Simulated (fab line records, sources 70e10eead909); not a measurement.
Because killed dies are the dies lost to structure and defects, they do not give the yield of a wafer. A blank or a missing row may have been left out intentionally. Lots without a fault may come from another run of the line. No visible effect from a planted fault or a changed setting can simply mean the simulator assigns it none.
fab line records	flow nand-harc
record: lots: 13	wafers: 39	last-day: 33
route steps=1302 shown P_GATE@189 P_CONTACT@233
lots untouched by any fault: they come from a run of this same line in which no faults occurred
start-h: hours from the record's first day to the start of the lot's first wafer shown	wait-h: hours since the lot's step before	" as in the row above	L1.1+2: a row that stands for several wafers	- no value present, or no start provided	* or withheld: withheld	< > ~ a bound
route shown NAME@n: a module of which the file shows steps, and the number in the route of the first	usual: the fault-free wafers' mean and standard deviation	same: alike in all rows	chamber/n: place in a boat	sites: the reading at each site	_std_site: their standard deviation	_edge_site: inner sites' mean taken away from outer sites' mean	radius-mm: how far each site lies from the wafer's centre	mask NAME#n: copy n	behind: the last tool/chamber to shape the wafer	hold: reason for holding the lot/hours on hold/outcome of the hold	device: the n, p or np transistor that did not switch	end of line: the same wafers' tests at the end of the route	step lacking rows: just its recipe	killed: at the first sort, the dies lost to defects and structure; wafer yield is something else	map: a wafer's dies, marking killed ones x, the rest . and places with no die _
set.NAME: setting as actually run; set.NAME@STEP: the setting as run at that earlier step	model.NAME: the simulator's own value behind a step, which no gauge read
steps of the route over a sample of lots; a table a step, a row a wafer
services: the hour from which a tool's chamber was out of use, counted from the record's first day as start-h (under 0 if before that day), plus the number of hours and why
== steps ==
step: NHARC_P_GATE_STRIP_112
recipe: power-w: 1500	temp-c: 110	time-s: 200	chemistry: N2/H2
usual: drypump-motor-current-A: 5.43/0.3	heater-power-w: 90/9.3
same: time-s: 200
lot.wafer	tool	chamber	start-h	wait-h	drypump-motor-current-A	heater-power-w	rf-hours-counter-h
L430.1	plasma-asher-02	1	110.83	0.2	5.39	82	8
L430.6	"	0	"	"	5.56	79	-
L430.5	"	1	"	"	5.40	85	-
L432.2	plasma-asher-02	1	126.67	0.2	5.39	83	11
L432.1	"	0	"	"	5.55	81	11
L432.4	"	0	"	"	5.58	80	-
L433.3	plasma-asher-01	1	141.88	0.2	4.94	92	-
L433.4	"	0	"	"	5.78	106	-
L433.5	"	0	"	"	5.76	108	-
L434.1	plasma-asher-02	1	148.90	0.2	5.43	83	15
L434.3	"	1	"	"	5.38	82	-
L434.4	"	0	"	"	5.55	79	-
L436.2	plasma-asher-01	0	175.17	0.2	5.80	105	26
L436.3	"	1	"	"	4.94	93	-
L436.5	"	1	"	"	4.96	91	-
L437.3	plasma-asher-01	1	187.20	0.3	4.95	89	-
L437.5	"	0	"	"	5.81	107	-
L437.6	"	1	"	"	4.96	92	-
L439.2	plasma-asher-01	0	207.61	0.2	5.78	108	31
L439.3	"	1	"	"	4.93	92	-
L439.6	"	1	"	"	4.96	93	-
L441.3	plasma-asher-02	1	230.57	0.3	5.39	83	-
L441.4	"	0	"	"	5.57	83	-
L441.5	"	0	"	"	5.56	83	-
L448.1	plasma-asher-02	1	294.07	0.2	5.40	83	6
L448.2	"	0	"	"	5.58	84	6
L448.5	"	0	"	"	5.55	86	-
L449.1	plasma-asher-02	1	294.59	0.2	5.42	83	6
L449.6	"	0	"	"	5.63	86	-
L449.5	"	1	"	"	5.39	83	-
L451.2	plasma-asher-01	1	319.08	0.3	4.93	93	22
L451.4	"	0	"	"	5.79	102	-
L451.5	"	0	"	"	5.77	103	-
L452.2	plasma-asher-01	0	327.64	0.2	5.76	102	25
L452.4	"	1	"	"	4.94	92	-
L452.3	"	0	"	"	5.78	102	-
L453.2	plasma-asher-02	0	342.52	0.2	5.55	83	17
L453.3	"	1	"	"	5.41	82	-
L453.6	"	1	"	"	5.38	81	-
step: NHARC_P_GATE_STRIP_95
recipe: power-w: 1500	temp-c: 250	chemistry: O2
usual: drypump-motor-current-A: 5.43/0.3	heater-power-w: 334/33
lot.wafer	tool	chamber	start-h	wait-h	drypump-motor-current-A	heater-power-w	rf-hours-counter-h
L430.1	plasma-asher-02	1	113.50	0.5	5.41	312	10
L430.6	"	0	"	"	5.55	294	-
L430.5	"	1	"	"	5.39	309	-
L432.1	plasma-asher-02	1	129.01	0.6	5.41	308	12
L432.2	"	0	"	"	5.61	308	12
L432.4	"	1	"	"	5.39	305	-
L433.4	plasma-asher-02	1	144.23	0.4	5.40	311	-
L433.3	"	0	"	"	5.55	304	-
L433.5	"	1	"	"	5.40	312	-
L434.1	plasma-asher-02	1	151.34	0.5	5.39	307	16
L434.3	"	0	"	"	5.56	303	-
L434.4	"	1	"	"	5.40	308	-
L436.2	plasma-asher-02	0	177.56	0.6	5.58	303	21
L436.3	"	1	"	"	5.40	300	-
L436.5	"	1	"	"	5.40	308	-
L437.3	plasma-asher-02	1	189.53	0.4	5.42	305	-
L437.6	"	1	"	"	5.41	306	-
L437.5	"	0	"	"	5.57	303	-
L439.2	plasma-asher-02	1	209.92	0.5	5.40	304	28
L439.3	"	1	"	"	5.41	298	-
L439.6	"	1	"	"	5.40	296	-
L441.4	plasma-asher-02	1	232.80	0.4	5.38	308	-
L441.3	"	0	"	"	5.54	308	-
L441.5	"	0	"	"	5.58	307	-
L448.1	plasma-asher-02	0	296.38	0.6	5.57	327	8
L448.2	"	1	"	"	5.41	311	8
L448.5	"	1	"	"	5.38	309	-
L449.1	plasma-asher-01	1	296.99	0.5	4.93	343	19
L449.6	"	0	"	"	5.81	400	-
L449.5	"	1	"	"	4.93	343	-
L451.2	plasma-asher-01	1	321.52	0.6	4.92	352	23
L451.4	"	1	"	"	4.97	347	-
L451.5	"	0	"	"	5.79	386	-
L452.2	plasma-asher-02	1	330.02	0.5	5.40	305	15
L452.3	"	0	"	"	5.57	311	-
L452.4	"	1	"	"	5.42	309	-
L453.2	plasma-asher-01	1	344.83	0.5	4.96	342	29
L453.3	"	1	"	"	4.94	338	-
L453.6	"	0	"	"	5.78	389	-
step: NHARC_P_GATE_RTA_64
recipe: temp-c: 1050	time-s: 1
usual: lamp-power-pct: 31.8/0.72	lamp_zone_5_pct: 31.8/0.73	wafer_temp_C_max: 1056.4/1.3
same: time-s: 1
lot.wafer	tool	chamber	start-h	wait-h	lamp-power-pct	lamp_zone_5_pct	wafer_temp_C_max
L430.1	rtp-anneal-01	0	114.13	-	32.4	32.4	1058.0
L430.5	"	0	"	"	32.4	32.4	1055.7
L430.6	"	0	"	"	32.4	32.4	1054.9
L432.1	rtp-anneal-02	0	129.64	-	30.9	30.9	1057.4
L432.2	"	0	"	"	30.9	30.8	1055.4
L432.4	"	0	"	"	30.9	31.0	1054.7
L433.3	rtp-anneal-01	0	144.83	-	32.3	32.4	1058.1
L433.4	"	0	"	"	32.3	32.4	1056.0
L433.5	"	0	"	"	32.4	32.3	1057.9
L434.1	rtp-anneal-01	0	151.89	-	32.4	32.4	1056.3
L434.3	"	0	"	"	32.4	32.4	1056.6
L434.4	"	0	"	"	32.4	32.4	1056.5
L436.2	rtp-anneal-01	0	178.16	-	32.4	32.4	1057.4
L436.3	"	0	"	"	32.4	32.4	1061.0
L436.5	"	0	"	"	32.4	32.4	1057.1
L437.3	rtp-anneal-02	0	190.14	-	30.9	30.9	1054.7
L437.5	"	0	"	"	30.9	30.8	1055.0
L437.6	"	0	"	"	30.9	30.8	1055.6
L439.2	rtp-anneal-01	0	210.50	-	32.4	32.4	1057.0
L439.3	"	0	"	"	32.4	32.4	1058.1
L439.6	"	0	"	"	32.4	32.4	1058.0
L441.3	rtp-anneal-01	0	233.40	-	32.4	32.4	1058.5
L441.4	"	0	"	"	32.3	32.4	1057.1
L441.5	"	0	"	"	32.3	32.4	1056.9
L448.1	rtp-anneal-01	0	296.94	-	32.4	32.4	1057.0
L448.2	"	0	"	"	32.4	32.4	1057.4
L448.5	"	0	"	"	32.4	32.4	1056.5
L449.1	rtp-anneal-02	0	297.54	-	30.9	30.9	1056.6
L449.5	"	0	"	"	30.9	30.9	1054.9
L449.6	"	0	"	"	30.9	30.9	1055.6
L451.2	rtp-anneal-02	0	322.11	-	30.9	30.9	1057.0
L451.4	"	0	"	"	30.9	30.9	1057.6
L451.5	"	0	"	"	30.9	30.9	1055.8
L452.2	rtp-anneal-01	0	330.60	-	32.4	32.5	1057.8
L452.3	"	0	"	"	32.4	32.4	1056.5
L452.4	"	0	"	"	32.4	32.3	1060.1
L453.2	rtp-anneal-01	0	345.40	-	32.3	32.4	1055.7
L453.3	"	0	"	"	32.3	32.4	1056.6
L453.6	"	0	"	"	32.3	32.4	1055.9
step: NHARC_P_GATE_INSPECT_68
usual: raw-defect-count: 206/72
lot.wafer	tool	chamber	start-h	wait-h	hold	raw-defect-count
L430.1	defect-inspect-01	-	115.39	0.2	-	228
L430.5	"	-	"	"	-	165
L430.6	"	-	"	"	-	115
L432.1	defect-inspect-01	-	130.96	0.2	-	170
L432.2	"	-	"	"	-	269
L432.4	"	-	"	"	-	218
L433.3	defect-inspect-01	-	146.03	0.1	-	309
L433.4	"	-	"	"	-	294
L433.5	"	-	"	"	-	416
L434.1	defect-inspect-02	-	153.16	0.2	-	165
L434.3	"	-	"	"	-	136
L434.4	"	-	"	"	-	339
L436.2	defect-inspect-01	-	179.40	0.1	-	186
L436.3	"	-	"	"	-	219
L436.5	"	-	"	"	-	181
L437.3	defect-inspect-01	-	191.34	0.1	-	244
L437.5	"	-	"	"	-	121
L437.6	"	-	"	"	-	147
L439.2	defect-inspect-02	-	211.73	0.1	await-dispo/0.2h/release	397
L439.3	"	-	"	"	await-dispo/0.2h/release	615
L439.6	"	-	"	"	await-dispo/0.2h/release	472
L439.2	defect-inspect-02	-	211.90	0.2	-	397
L439.3	"	-	"	"	-	616
L439.6	"	-	"	"	-	453
L441.3	defect-inspect-01	-	234.61	0.1	await-dispo/0.2h/release	437
L441.4	"	-	"	"	await-dispo/0.2h/release	429
L441.5	"	-	"	"	await-dispo/0.2h/release	470
L441.3	defect-inspect-01	-	234.78	0.2	-	434
L441.4	"	-	"	"	-	435
L441.5	"	-	"	"	-	476
L448.1	defect-inspect-02	-	298.38	0.2	-	247
L448.2	"	-	"	"	-	331
L448.5	"	-	"	"	-	218
L449.1	defect-inspect-02	-	298.81	0.2	-	93
L449.5	"	-	"	"	-	197
L449.6	"	-	"	"	-	85
L451.2	defect-inspect-01	-	323.34	0.1	-	153
L451.4	"	-	"	"	-	238
L451.5	"	-	"	"	-	176
L452.2	defect-inspect-01	-	331.83	0.1	-	180
L452.3	"	-	"	"	-	148
L452.4	"	-	"	"	-	118
L453.2	defect-inspect-01	-	346.63	0.1	-	180
L453.3	"	-	"	"	-	98
L453.6	"	-	"	"	-	105
step: NHARC_P_CONTACT_OVL_MEAS_13
usual: overlay-x-nm: 0.1/0.89	overlay-y-nm: 0.1/1.1
lot.wafer	tool	chamber	start-h	wait-h	overlay-x-nm	overlay-y-nm
L430.1	overlay-02	-	117.08	-	-0.1	0.6
L430.5	"	-	"	"	-1.1	0.1
L430.6	"	-	"	"	-0.9	0.4
L432.1	overlay-02	-	132.66	-	0.0	0.0
L432.2	"	-	"	"	-0.2	0.5
L432.4	"	-	"	"	-0.8	-0.4
L433.3	overlay-01	-	147.73	-	1.0	-1.0
L433.4	"	-	"	"	1.3	-0.4
L433.5	"	-	"	"	0.6	-1.3
L434.1	overlay-01	-	154.86	-	0.5	0.1
L434.3	"	-	"	"	0.7	0.6
L434.4	"	-	"	"	0.3	0.4
L436.2	overlay-01	-	181.09	-	-0.2	-1.4
L436.3	"	-	"	"	-0.7	-1.0
L436.5	"	-	"	"	-1.3	-0.8
L437.3	overlay-01	-	193.04	-	0.8	1.9
L437.5	"	-	"	"	0.7	1.2
L437.6	"	-	"	"	1.5	1.3
L439.2	overlay-01	-	219.41	-	1.3	0.7
L439.3	"	-	"	"	1.1	0.8
L439.6	"	-	"	"	1.5	1.0
L441.3	overlay-01	-	241.68	-	-0.1	-0.6
L441.4	"	-	"	"	0.1	-0.8
L441.5	"	-	"	"	0.2	0.0
L448.1	overlay-02	-	299.95	-	0.5	1.4
L448.2	"	-	"	"	0.4	1.3
L448.5	"	-	"	"	-0.4	0.8
L449.1	overlay-02	-	300.52	-	-0.9	0.2
L449.5	"	-	"	"	-0.8	0.0
L449.6	"	-	"	"	-1.0	0.1
L451.2	overlay-02	-	324.92	-	1.6	-0.7
L451.4	"	-	"	"	1.6	-0.3
L451.5	"	-	"	"	1.4	-0.6
L452.2	overlay-01	-	333.78	-	0.2	0.1
L452.3	"	-	"	"	0.2	0.4
L452.4	"	-	"	"	-0.1	0.0
L453.2	overlay-02	-	348.32	-	-2.1	0.2
L453.3	"	-	"	"	-1.3	0.2
L453.6	"	-	"	"	-1.6	0.3
== services ==
tool	chamber	start-h	hours	kind
plasma-asher-02	-	131.39	9.9	repair
plasma-asher-01	-	206.33	0.8	repair
plasma-asher-02	-	210.39	1.8	repair
plasma-asher-01	-	212.34	9.0	pm
plasma-asher-01	0	212.34	10.3	vent-cycle
plasma-asher-01	1	212.34	10.3	vent-cycle
plasma-asher-02	-	249.00	9.0	pm
plasma-asher-02	0	249.00	9.0	vent-cycle
plasma-asher-02	1	249.00	9.0	vent-cycle
plasma-asher-02	0	258.00	-	clean
plasma-asher-02	1	258.00	-	clean
plasma-asher-02	-	263.52	6.8	repair
plasma-asher-02	-	291.33	0.5	repair
plasma-asher-01	-	302.74	2.2	repair
plasma-asher-02	-	305.91	1.9	repair
== key ==
first-sign: step: NHARC_P_GATE_INSPECT_68	reading: visit	direction: added
effect: step: NHARC_P_GATE_INSPECT_68	reading: raw-defect-count	direction: up	sigmas: 3.7	usual: 206	struck: 470
met-at NHARC_P_GATE_STRIP_95
struck-lots L439,L441
scrapped-behind NHARC_P_CONTACT_INSPECT_14 L439.2,L439.3,L439.6,L441.3,L441.4,L441.5
not-acting-at NHARC_P_GATE_STRIP_112,NHARC_P_GATE_RTA_64,NHARC_P_CONTACT_OVL_MEAS_13
onset-between 189.53 209.92
fault: kind: chamber-particle-source	tool: plasma-asher-02	chamber: -	onset-h: 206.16	steps: NHARC_P_GATE_STRIP_95	rate-per-visit-cm2: 0.41866	end-h: 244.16
